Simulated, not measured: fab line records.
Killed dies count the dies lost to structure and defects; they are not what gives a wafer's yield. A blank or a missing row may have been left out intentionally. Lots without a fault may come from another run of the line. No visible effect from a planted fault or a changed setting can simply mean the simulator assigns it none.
fab line records + flow n5-finfet
[record]
- lots = 5
- wafers = 15
- last-day = 17
route steps=1938 shown BEOL_M4@1075
lots that met no fault: from a run of the same line without faults
start-h: start of the lot's first displayed wafer, in hours after the record's first day + wait-h: how many hours have passed since the lot's step before this one + " same as the row above + L1.1+2: a single row standing in for several wafers + - no value, or no start given + * or withheld: withheld + < > ~ a bound
route shown NAME@n: NAME is a module with steps in the file, n the number in the route of the first one + usual: the fault-free wafers' mean and standard deviation + same: alike in all rows + chamber/n: place in a boat + sites: the reading at each site + _std_site: standard deviation of those values + _edge_site: outer sites' mean less inner sites' + radius-mm: for every site, how far away it sits from the centre of the wafer + mask NAME#n: copy n + behind: the tool/chamber that last shaped the wafer + hold: reason for holding the lot/hours on hold/outcome of the hold + device: whichever transistor did not switch (one of n, p or np) + end of line: the same wafers' tests at the end of the route + a step given without rows: its recipe and nothing more + killed: dies lost to structure and defects at the first sort, not the wafer's yield + map: a wafer's dies, x killed, . not, _ none there
set.NAME: the setting that was run; set.NAME@STEP: the one run at that earlier step + model.NAME: the simulator's own value behind a step, which no gauge read
a table for each step, a row for each wafer; lots at some steps of the route
services: a tool's chamber out of use, with start hour (start-h, from the record's first day; less than 0 if before it), hours out, and reason
[[steps]]
[step N5_BEOL_M4_SRD_40]
[recipe]
- time-s = 30
- temp-c = 23
- rinse-liquid = diw
- dry = ipa-marangoni
| lot.wafer  | tool         | chamber | start-h | wait-h |
|------------|--------------|---------|---------|--------|
| L077.4+5+6 | wet-bench-06 | 0,3,2   | 177.49  | 0.0    |
| L084.2+4+6 | wet-bench-06 | 7,0,1   | 222.68  | 0.0    |
| L085.2+5+6 | wet-bench-01 | 2,1,0   | 229.47  | 0.0    |
| L093.3+4+5 | wet-bench-05 | 5,4,3   | 281.15  | 0.0    |
| L092.1+2+3 | wet-bench-05 | 6,1,0   | 285.19  | 0.0    |
[step N5_BEOL_M4_PRECLEAN_42]
[recipe]
- chemistry = residue-remover
- time-s = 60
- temp-c = 40
| lot.wafer  | tool         | chamber | start-h | wait-h |
|------------|--------------|---------|---------|--------|
| L077.4+5+6 | wet-bench-06 | 0,3,2   | 177.51  | 0.0    |
| L084.2+4+6 | wet-bench-06 | 7,0,1   | 222.70  | 0.0    |
| L085.2+5+6 | wet-bench-01 | 2,1,0   | 229.48  | 0.0    |
| L093.3+4+5 | wet-bench-05 | 5,4,3   | 281.18  | 0.0    |
| L092.1+2+3 | wet-bench-05 | 6,1,0   | 285.22  | 0.0    |
[step N5_BEOL_M4_SRD_43]
[recipe]
- time-s = 30
- temp-c = 23
- rinse-liquid = diw
- dry = ipa-marangoni
| lot.wafer  | tool         | chamber | start-h | wait-h |
|------------|--------------|---------|---------|--------|
| L077.4+5+6 | wet-bench-06 | 0,3,2   | 177.53  | 0.0    |
| L084.2+4+6 | wet-bench-06 | 7,0,1   | 222.71  | 0.0    |
| L085.2+5+6 | wet-bench-01 | 2,1,0   | 229.50  | 0.0    |
| L093.3+4+5 | wet-bench-05 | 5,4,3   | 281.21  | 0.0    |
| L092.1+2+3 | wet-bench-05 | 6,1,0   | 285.25  | 0.0    |
[step N5_BEOL_M4_CD_MEAS_35]
[recipe]
- target-cd-nm = 18
- target-cd-y-nm = 22.4
- polarity = opening
[usual]
- cd-nm = 18.0/0.36
| lot.wafer | tool      | chamber | start-h | wait-h | cd-nm |
|-----------|-----------|---------|---------|--------|-------|
| L077.4    | cd-sem-03 | -       | 177.57  | 0.0    | 18.3  |
| L077.5    | "         | -       | "       | "      | 17.7  |
| L077.6    | "         | -       | "       | "      | 18.2  |
| L084.2    | cd-sem-01 | -       | 222.76  | 0.0    | 17.5  |
| L084.4    | "         | -       | "       | "      | 17.9  |
| L084.6    | "         | -       | "       | "      | 17.7  |
| L085.2    | cd-sem-01 | -       | 229.54  | 0.0    | 17.9  |
| L085.5    | "         | -       | "       | "      | 18.2  |
| L085.6    | "         | -       | "       | "      | 18.1  |
| L093.3    | cd-sem-02 | -       | 281.27  | 0.0    | 17.7  |
| L093.4    | "         | -       | "       | "      | 18.0  |
| L093.5    | "         | -       | "       | "      | 18.2  |
| L092.1    | cd-sem-02 | -       | 285.31  | 0.0    | 17.9  |
| L092.2    | "         | -       | "       | "      | 18.3  |
| L092.3    | "         | -       | "       | "      | 18.2  |
[step N5_BEOL_M4_DEGAS_44]
[recipe]
- ambient = vacuum
- temp-c = 250
- time-s = 60
[usual]
- heater-power-w = 349/15
| lot.wafer | tool           | chamber | start-h | wait-h | heater-power-w |
|-----------|----------------|---------|---------|--------|----------------|
| L077.4    | pvd-sputter-02 | -       | 177.61  | 0.0    | 348            |
| L077.5    | "              | -       | "       | "      | 357            |
| L077.6    | "              | -       | "       | "      | 347            |
| L084.2    | pvd-sputter-03 | -       | 222.80  | 0.0    | 380            |
| L084.4    | "              | -       | "       | "      | 337            |
| L084.6    | "              | -       | "       | "      | 341            |
| L085.2    | pvd-sputter-01 | -       | 229.58  | 0.0    | 391            |
| L085.5    | "              | -       | "       | "      | 339            |
| L085.6    | "              | -       | "       | "      | 338            |
| L093.3    | pvd-sputter-01 | -       | 281.86  | 0.6    | 340            |
| L093.4    | "              | -       | "       | "      | 372            |
| L093.5    | "              | -       | "       | "      | 329            |
| L092.1    | pvd-sputter-02 | -       | 285.71  | 0.4    | 335            |
| L092.2    | "              | -       | "       | "      | 352            |
| L092.3    | "              | -       | "       | "      | 353            |
[step N5_BEOL_M4_PRE_CLEAN_45]
[recipe]
- gas = H2/He
- time-s = 30
- temp-c = 250
[usual]
- heater-power-w = 348/15
| lot.wafer | tool           | chamber | start-h | wait-h | heater-power-w |
|-----------|----------------|---------|---------|--------|----------------|
| L077.4    | pvd-sputter-02 | -       | 177.65  | 0.0    | 359            |
| L077.5    | "              | -       | "       | "      | 349            |
| L077.6    | "              | -       | "       | "      | 348            |
| L084.2    | pvd-sputter-03 | -       | 222.84  | 0.0    | 370            |
| L084.4    | "              | -       | "       | "      | 336            |
| L084.6    | "              | -       | "       | "      | 332            |
| L085.2    | pvd-sputter-01 | -       | 229.62  | 0.0    | 374            |
| L085.5    | "              | -       | "       | "      | 338            |
| L085.6    | "              | -       | "       | "      | 328            |
| L093.3    | pvd-sputter-01 | -       | 281.90  | 0.0    | 342            |
| L093.4    | "              | -       | "       | "      | 374            |
| L093.5    | "              | -       | "       | "      | 333            |
| L092.1    | pvd-sputter-02 | -       | 285.75  | 0.0    | 336            |
| L092.2    | "              | -       | "       | "      | 344            |
| L092.3    | "              | -       | "       | "      | 348            |
[step N5_BEOL_M4_ALD_84]
[recipe]
- material = TaN
- target-thk-a = *
- temp-c = 275
- ald-precursor-family = PDMAT
- ald-co-reactant = NH3
- pressure-torr = 3
- carrier-flow-sccm = 1500
- pulse-time-s = 2
- purge-time-s = 3
- co-reactant-purge-time-s = 2
- co-reactant-pulse-time-s = 3
- ald-cycles = 30
- precursor-vessel-temp-c = 75
- precursor-vessel-pressure-torr = 26.25
- precursor-vessel-carrier-sccm = 1000
[usual]
- heater-power-w = 421/56
| lot.wafer | tool         | chamber | start-h | wait-h | heater-power-w |
|-----------|--------------|---------|---------|--------|----------------|
| L077.4    | ald-metal-01 | 3       | 177.77  | 0.1    | 453            |
| L077.5    | "            | 0       | "       | "      | 328            |
| L077.6    | "            | 3       | "       | "      | 449            |
| L084.2    | ald-metal-03 | 0       | 222.90  | 0.0    | 407            |
| L084.4    | "            | 1       | "       | "      | 406            |
| L084.6    | "            | 0       | "       | "      | 410            |
| L085.2    | ald-metal-04 | 3       | 229.68  | 0.0    | 366            |
| L085.5    | "            | 2       | "       | "      | 421            |
| L085.6    | "            | 3       | "       | "      | 373            |
| L093.3    | ald-metal-04 | 3       | 282.16  | 0.2    | 366            |
| L093.4    | "            | 1       | "       | "      | 376            |
| L093.5    | "            | 3       | "       | "      | 368            |
| L092.1    | ald-metal-03 | 0       | 285.81  | 0.0    | 405            |
| L092.2    | "            | 3       | "       | "      | 437            |
| L092.3    | "            | 2       | "       | "      | 386            |
[step N5_BEOL_M4_SURFACE_TREAT_85]
[recipe]
- gas = Ar
- time-s = *
- ion-energy-ev = *
- ion-current-ma-cm2 = 0.5
- pressure-mtorr = *
- ar-flow-sccm = 30
[usual]
- throttle-valve-pct = *
| lot.wafer | tool           | chamber | start-h | wait-h | throttle-valve-pct |
|-----------|----------------|---------|---------|--------|--------------------|
| L077.4    | pvd-sputter-01 | -       | 178.00  | 0.1    | *                  |
| L077.5    | "              | -       | "       | "      | *                  |
| L077.6    | "              | -       | "       | "      | *                  |
| L084.2    | pvd-sputter-01 | -       | 223.17  | 0.2    | *                  |
| L084.4    | "              | -       | "       | "      | *                  |
| L084.6    | "              | -       | "       | "      | *                  |
| L085.2    | pvd-sputter-01 | -       | 229.91  | 0.1    | *                  |
| L085.5    | "              | -       | "       | "      | *                  |
| L085.6    | "              | -       | "       | "      | *                  |
| L093.3    | pvd-sputter-02 | -       | 282.51  | 0.3    | *                  |
| L093.4    | "              | -       | "       | "      | *                  |
| L093.5    | "              | -       | "       | "      | *                  |
| L092.1    | pvd-sputter-03 | -       | 286.05  | 0.1    | *                  |
| L092.2    | "              | -       | "       | "      | *                  |
| L092.3    | "              | -       | "       | "      | *                  |
[step N5_BEOL_M4_CVD_47]
[recipe]
- material = Co
- target-thk-a = 30
- temp-c = withheld
- precursor = CCTBA/H2
- pressure-torr = 30
- time-s = 223.8
| lot.wafer  | tool      | chamber | start-h | wait-h |
|------------|-----------|---------|---------|--------|
| L077.4+5+6 | cvd-co-01 | 1,2,0   | 178.28  | 0.3    |
| L084.2+4+6 | cvd-co-02 | 1,0,2   | 223.23  | 0.0    |
| L085.2+5+6 | cvd-co-01 | 0,1,2   | 229.97  | 0.0    |
| L093.3+4+5 | cvd-co-02 | 2,0,2   | 282.87  | 0.3    |
| L092.1+2+3 | cvd-co-01 | 0,1,2   | 286.13  | 0.1    |
[step N5_BEOL_M4_SPUTTER_48]
[recipe]
- material = Cu
- target-thk-a = 45
- temp-c = -20
- chamber-pressure-pa = 0.07
- power-w = withheld
- time-s = 8.29
[usual]
- throttle-valve-pct = 30.0/1.2
| lot.wafer | tool           | chamber | start-h | wait-h | throttle-valve-pct |
|-----------|----------------|---------|---------|--------|--------------------|
| L077.4    | pvd-sputter-03 | -       | 178.38  | 0.0    | 29.9               |
| L077.5    | "              | -       | "       | "      | 30.7               |
| L077.6    | "              | -       | "       | "      | 31.2               |
| L084.2    | pvd-sputter-01 | -       | 223.39  | 0.1    | 32.7               |
| L084.4    | "              | -       | "       | "      | 29.3               |
| L084.6    | "              | -       | "       | "      | 32.9               |
| L085.2    | pvd-sputter-01 | -       | 230.16  | 0.1    | 29.0               |
| L085.5    | "              | -       | "       | "      | 30.4               |
| L085.6    | "              | -       | "       | "      | 29.6               |
| L093.3    | pvd-sputter-01 | -       | 283.78  | 0.8    | 30.7               |
| L093.4    | "              | -       | "       | "      | 29.5               |
| L093.5    | "              | -       | "       | "      | 30.6               |
| L092.1    | pvd-sputter-02 | -       | 286.29  | 0.1    | 29.7               |
| L092.2    | "              | -       | "       | "      | 30.6               |
| L092.3    | "              | -       | "       | "      | 29.2               |
[step N5_BEOL_M4_ANNEAL_49]
[recipe]
- temp-c = 400
- time-s = 240
- ambient = vacuum
[usual]
- heater-power-w = 866/41
| lot.wafer | tool           | chamber | start-h | wait-h | heater-power-w |
|-----------|----------------|---------|---------|--------|----------------|
| L077.4    | pvd-sputter-03 | -       | 178.46  | 0.0    | 893            |
| L077.5    | "              | -       | "       | "      | 804            |
| L077.6    | "              | -       | "       | "      | 946            |
| L084.2    | pvd-sputter-01 | -       | 223.47  | 0.0    | 836            |
| L084.4    | "              | -       | "       | "      | 967            |
| L084.6    | "              | -       | "       | "      | 820            |
| L085.2    | pvd-sputter-01 | -       | 230.24  | 0.0    | 965            |
| L085.5    | "              | -       | "       | "      | 868            |
| L085.6    | "              | -       | "       | "      | 837            |
| L093.3    | pvd-sputter-01 | -       | 283.86  | 0.0    | 882            |
| L093.4    | "              | -       | "       | "      | 827            |
| L093.5    | "              | -       | "       | "      | 819            |
| L092.1    | pvd-sputter-02 | -       | 286.37  | 0.0    | 886            |
| L092.2    | "              | -       | "       | "      | 900            |
| L092.3    | "              | -       | "       | "      | 848            |
[step N5_BEOL_M4_SPUTTER_79]
[recipe]
- material = Cu
- target-thk-a = 45
- temp-c = -20
- chamber-pressure-pa = 0.07
- power-w = withheld
- time-s = 8.29
[usual]
- throttle-valve-pct = 30.0/1.2
| lot.wafer | tool           | chamber | start-h | wait-h | throttle-valve-pct |
|-----------|----------------|---------|---------|--------|--------------------|
| L077.4    | pvd-sputter-03 | -       | 178.60  | 0.1    | 29.9               |
| L077.5    | "              | -       | "       | "      | 30.8               |
| L077.6    | "              | -       | "       | "      | 31.1               |
| L084.2    | pvd-sputter-01 | -       | 223.61  | 0.1    | 32.6               |
| L084.4    | "              | -       | "       | "      | 29.5               |
| L084.6    | "              | -       | "       | "      | 32.5               |
| L085.2    | pvd-sputter-01 | -       | 230.38  | 0.1    | 29.2               |
| L085.5    | "              | -       | "       | "      | 30.6               |
| L085.6    | "              | -       | "       | "      | 29.6               |
| L093.3    | pvd-sputter-01 | -       | 284.00  | 0.1    | 30.8               |
| L093.4    | "              | -       | "       | "      | 29.6               |
| L093.5    | "              | -       | "       | "      | 30.9               |
| L092.1    | pvd-sputter-02 | -       | 286.51  | 0.1    | 29.8               |
| L092.2    | "              | -       | "       | "      | 30.7               |
| L092.3    | "              | -       | "       | "      | 29.3               |
[step N5_BEOL_M4_ANNEAL_80]
[recipe]
- temp-c = 400
- time-s = 240
- ambient = vacuum
[usual]
- heater-power-w = 867/42
| lot.wafer | tool           | chamber | start-h | wait-h | heater-power-w |
|-----------|----------------|---------|---------|--------|----------------|
| L077.4    | pvd-sputter-03 | -       | 178.68  | 0.0    | 879            |
| L077.5    | "              | -       | "       | "      | 822            |
| L077.6    | "              | -       | "       | "      | 940            |
| L084.2    | pvd-sputter-01 | -       | 223.69  | 0.0    | 833            |
| L084.4    | "              | -       | "       | "      | 952            |
| L084.6    | "              | -       | "       | "      | 832            |
| L085.2    | pvd-sputter-01 | -       | 230.46  | 0.0    | 949            |
| L085.5    | "              | -       | "       | "      | 831            |
| L085.6    | "              | -       | "       | "      | 854            |
| L093.3    | pvd-sputter-01 | -       | 284.08  | 0.0    | 851            |
| L093.4    | "              | -       | "       | "      | 851            |
| L093.5    | "              | -       | "       | "      | 842            |
| L092.1    | pvd-sputter-02 | -       | 286.59  | 0.0    | 898            |
| L092.2    | "              | -       | "       | "      | 887            |
| L092.3    | "              | -       | "       | "      | 832            |
[step N5_BEOL_M4_SPUTTER_81]
[recipe]
- material = Cu
- target-thk-a = 45
- temp-c = -20
- chamber-pressure-pa = 0.07
- power-w = withheld
- time-s = 8.29
[usual]
- throttle-valve-pct = 30.0/1.2
| lot.wafer | tool           | chamber | start-h | wait-h | throttle-valve-pct |
|-----------|----------------|---------|---------|--------|--------------------|
| L077.4    | pvd-sputter-03 | -       | 178.82  | 0.1    | 29.9               |
| L077.5    | "              | -       | "       | "      | 30.7               |
| L077.6    | "              | -       | "       | "      | 31.1               |
| L084.2    | pvd-sputter-01 | -       | 223.83  | 0.1    | 32.8               |
| L084.4    | "              | -       | "       | "      | 29.2               |
| L084.6    | "              | -       | "       | "      | 32.4               |
| L085.2    | pvd-sputter-01 | -       | 230.60  | 0.1    | 29.4               |
| L085.5    | "              | -       | "       | "      | 30.6               |
| L085.6    | "              | -       | "       | "      | 29.5               |
| L093.3    | pvd-sputter-01 | -       | 284.22  | 0.1    | 30.5               |
| L093.4    | "              | -       | "       | "      | 29.7               |
| L093.5    | "              | -       | "       | "      | 30.6               |
| L092.1    | pvd-sputter-02 | -       | 286.73  | 0.1    | 29.8               |
| L092.2    | "              | -       | "       | "      | 30.4               |
| L092.3    | "              | -       | "       | "      | 29.1               |
[step N5_BEOL_M4_ANNEAL_82]
[recipe]
- temp-c = 400
- time-s = 240
- ambient = vacuum
[usual]
- heater-power-w = 871/43
| lot.wafer | tool           | chamber | start-h | wait-h | heater-power-w |
|-----------|----------------|---------|---------|--------|----------------|
| L077.4    | pvd-sputter-03 | -       | 178.90  | 0.0    | 887            |
| L077.5    | "              | -       | "       | "      | 816            |
| L077.6    | "              | -       | "       | "      | 946            |
| L084.2    | pvd-sputter-01 | -       | 223.91  | 0.0    | 823            |
| L084.4    | "              | -       | "       | "      | 975            |
| L084.6    | "              | -       | "       | "      | 846            |
| L085.2    | pvd-sputter-01 | -       | 230.68  | 0.0    | 947            |
| L085.5    | "              | -       | "       | "      | 833            |
| L085.6    | "              | -       | "       | "      | 870            |
| L093.3    | pvd-sputter-01 | -       | 284.30  | 0.0    | 859            |
| L093.4    | "              | -       | "       | "      | 838            |
| L093.5    | "              | -       | "       | "      | 850            |
| L092.1    | pvd-sputter-02 | -       | 286.81  | 0.0    | 874            |
| L092.2    | "              | -       | "       | "      | 880            |
| L092.3    | "              | -       | "       | "      | 856            |
[step N5_BEOL_M4_SPUTTER_86]
[recipe]
- material = Cu
- target-thk-a = 45
- temp-c = -20
- chamber-pressure-pa = 0.07
- power-w = withheld
- time-s = 8.29
[usual]
- throttle-valve-pct = 30.0/1.2
| lot.wafer | tool           | chamber | start-h | wait-h | throttle-valve-pct |
|-----------|----------------|---------|---------|--------|--------------------|
| L077.4    | pvd-sputter-03 | -       | 179.04  | 0.1    | 29.7               |
| L077.5    | "              | -       | "       | "      | 30.9               |
| L077.6    | "              | -       | "       | "      | 31.1               |
| L084.2    | pvd-sputter-01 | -       | 224.05  | 0.1    | 32.8               |
| L084.4    | "              | -       | "       | "      | 29.3               |
| L084.6    | "              | -       | "       | "      | 32.7               |
| L085.2    | pvd-sputter-01 | -       | 230.82  | 0.1    | 29.1               |
| L085.5    | "              | -       | "       | "      | 30.8               |
| L085.6    | "              | -       | "       | "      | 29.6               |
| L093.3    | pvd-sputter-01 | -       | 284.44  | 0.1    | 30.6               |
| L093.4    | "              | -       | "       | "      | 29.8               |
| L093.5    | "              | -       | "       | "      | 30.8               |
| L092.1    | pvd-sputter-02 | -       | 286.95  | 0.1    | 29.8               |
| L092.2    | "              | -       | "       | "      | 30.5               |
| L092.3    | "              | -       | "       | "      | 29.6               |
[step N5_BEOL_M4_ANNEAL_87]
[recipe]
- temp-c = 400
- time-s = 240
- ambient = vacuum
[usual]
- heater-power-w = 868/42
| lot.wafer | tool           | chamber | start-h | wait-h | heater-power-w |
|-----------|----------------|---------|---------|--------|----------------|
| L077.4    | pvd-sputter-03 | -       | 179.12  | 0.0    | 886            |
| L077.5    | "              | -       | "       | "      | 831            |
| L077.6    | "              | -       | "       | "      | 946            |
| L084.2    | pvd-sputter-01 | -       | 224.13  | 0.0    | 819            |
| L084.4    | "              | -       | "       | "      | 949            |
| L084.6    | "              | -       | "       | "      | 831            |
| L085.2    | pvd-sputter-01 | -       | 230.90  | 0.0    | 947            |
| L085.5    | "              | -       | "       | "      | 857            |
| L085.6    | "              | -       | "       | "      | 845            |
| L093.3    | pvd-sputter-01 | -       | 284.52  | 0.0    | 850            |
| L093.4    | "              | -       | "       | "      | 839            |
| L093.5    | "              | -       | "       | "      | 851            |
| L092.1    | pvd-sputter-02 | -       | 287.03  | 0.0    | 889            |
| L092.2    | "              | -       | "       | "      | 867            |
| L092.3    | "              | -       | "       | "      | 846            |
[step N5_BEOL_M4_SPUTTER_88]
[recipe]
- material = Cu
- target-thk-a = 45
- temp-c = -20
- chamber-pressure-pa = 0.07
- power-w = withheld
- time-s = 8.29
[usual]
- throttle-valve-pct = 30.0/1.2
| lot.wafer | tool           | chamber | start-h | wait-h | throttle-valve-pct |
|-----------|----------------|---------|---------|--------|--------------------|
| L077.4    | pvd-sputter-03 | -       | 179.26  | 0.1    | 30.0               |
| L077.5    | "              | -       | "       | "      | 30.5               |
| L077.6    | "              | -       | "       | "      | 31.0               |
| L084.2    | pvd-sputter-01 | -       | 224.27  | 0.1    | 32.9               |
| L084.4    | "              | -       | "       | "      | 29.4               |
| L084.6    | "              | -       | "       | "      | 32.6               |
| L085.2    | pvd-sputter-01 | -       | 231.04  | 0.1    | 29.1               |
| L085.5    | "              | -       | "       | "      | 30.8               |
| L085.6    | "              | -       | "       | "      | 29.8               |
| L093.3    | pvd-sputter-01 | -       | 284.66  | 0.1    | 30.8               |
| L093.4    | "              | -       | "       | "      | 29.6               |
| L093.5    | "              | -       | "       | "      | 30.8               |
| L092.1    | pvd-sputter-02 | -       | 287.17  | 0.1    | 29.9               |
| L092.2    | "              | -       | "       | "      | 30.8               |
| L092.3    | "              | -       | "       | "      | 29.3               |
[[services]]
| tool         | chamber | start-h | hours | kind        |
|--------------|---------|---------|-------|-------------|
| ald-metal-04 | 2       | 165.48  | -     | calibration |
| cvd-co-01    | 0       | 203.85  | 11.4  | repair      |
| ald-metal-01 | 0       | 213.13  | 14.7  | repair      |
| ald-metal-01 | -       | 256.01  | 8.7   | pm          |
| cvd-co-02    | 1       | 263.33  | 22.5  | repair      |
[[key]]
fault none
